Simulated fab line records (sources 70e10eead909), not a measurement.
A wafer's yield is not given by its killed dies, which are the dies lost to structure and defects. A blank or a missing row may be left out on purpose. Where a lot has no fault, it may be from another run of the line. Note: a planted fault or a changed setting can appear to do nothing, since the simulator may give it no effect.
Struck lot and sound lot, side by side :: flow nandHarc :: 15 steps out of a route of 1159
Sound: the wafers L120.1, L120.3, L120.6. Struck: wafer L136.1; the same lot's L136.3 was not struck, so it is left out; see the end for the cause.
At each step with rows: each side's tool, then ch and its chambers, then its first start. Under that, the readings that differ: sound wafers :: struck wafers :: difference of the means :: sigmas: that difference in standard deviations of wafers without a fault.
alike: readings whose means differ by less than 2 such deviations, and words and numbers that are the same on both sides. not compared: withheld readings, readings that some wafer has no value for, bounds like >300 that may hide the same value, and numbers for which the record gives no deviation and whose values overlap.
The two part at a step that has a row with sigmas, a row that says differs or no value, or rows on one side only. Non-overlapping numbers with no deviation appear without sigmas and do not part them. A reading missing from all wafers of one side parts the sides only when that side holds two or more wafers.

first, 1 step without rows for these wafers: NHARC_A_ONON_D1_DEP_03 (target thk 1000 nm).
NHARC_A_ONON_D1_THK_MEAS_05: measures by ellipsometry.
  sound: filmMetro-02 at day 8 12:23; struck: filmMetro-02 at day 12 14:48
  alike: thkNm
following that, 1 step holds no rows for these wafers, namely NHARC_A_ONON_D1_DEP_06 (target thickness 1000 nm).
NHARC_A_ONON_D1_THK_MEAS_08: measures by ellipsometry.
  sound: filmMetro-02 at day 8 12:57; struck: filmMetro-01 at day 12 15:22
  alike: thkNm
following that, 1 step holds no rows for these wafers, namely NHARC_A_ONON_D1_DEP_09 (target thickness 1000 nm).
NHARC_A_ONON_D1_THK_MEAS_11: measures by ellipsometry.
  sound: filmMetro-02 at day 8 13:31; struck: filmMetro-01 at day 12 15:56
reading: thkNm (nm)
sound: 975 974 972
struck: 1011
difference: +37
sigmas: +4
following that, 1 step holds no rows for these wafers, namely NHARC_A_ONON_D1_DEP_12 (target thickness 1000 nm).
NHARC_A_ONON_D1_THK_MEAS_14: measures by ellipsometry.
  sound: filmMetro-01 at day 8 14:05; struck: filmMetro-01 at day 12 16:30
reading: thkNm (nm)
sound: 995 996 994
struck: 1019
difference: +24
sigmas: +2
then, 2 steps without rows for these wafers: NHARC_A_ONON_D1_ANNEAL_15 (time 3600 s); NHARC_A_ONON_D1_DEP_16 (target thk 1000 nm).
NHARC_A_ONON_D1_THK_MEAS_18: measures by ellipsometry.
  sound: filmMetro-02 at day 8 21:12; struck: filmMetro-01 at day 13 00:25
  alike: thkNm
NHARC_A_ONON_D1_DEP_19: target thk 1000 nm.
  sound on pecvdOnon-01 ch 0, day 8 21:16; struck on pecvdOnon-03 ch 0, day 13 00:29
reading: n2oFlowSccm (sccm)
sound: 1995 2006 1998
struck: 2011
difference: +11
sigmas: +2
NHARC_A_ONON_D1_THK_MEAS_21: measures by ellipsometry.
  sound: filmMetro-01 at day 8 21:46; struck: filmMetro-02 at day 13 00:59
reading: thkNm (nm)
sound: 1007 1004 1007
struck: 1578
difference: +572
sigmas: +67
following that, 1 step holds no rows for these wafers, namely NHARC_A_ONON_D1_DEP_22 (target thickness 1000 nm).
-- jump in the record: it breaks off in module A_ONON_D1 and resumes in module END (first step shown: number 1159 of the route), and 11 days separate the struck wafers' starts before and after --
NHARC_END_SORT_01:
  the record has rows for the struck wafers here (prober-02 ch 0, day 24 09:36) and none for the sound ones

## WHERE THEY PART
Earliest at NHARC_A_ONON_D1_THK_MEAS_11; latest, in this record, at NHARC_END_SORT_01.

WHY: the cause the simulator had injected
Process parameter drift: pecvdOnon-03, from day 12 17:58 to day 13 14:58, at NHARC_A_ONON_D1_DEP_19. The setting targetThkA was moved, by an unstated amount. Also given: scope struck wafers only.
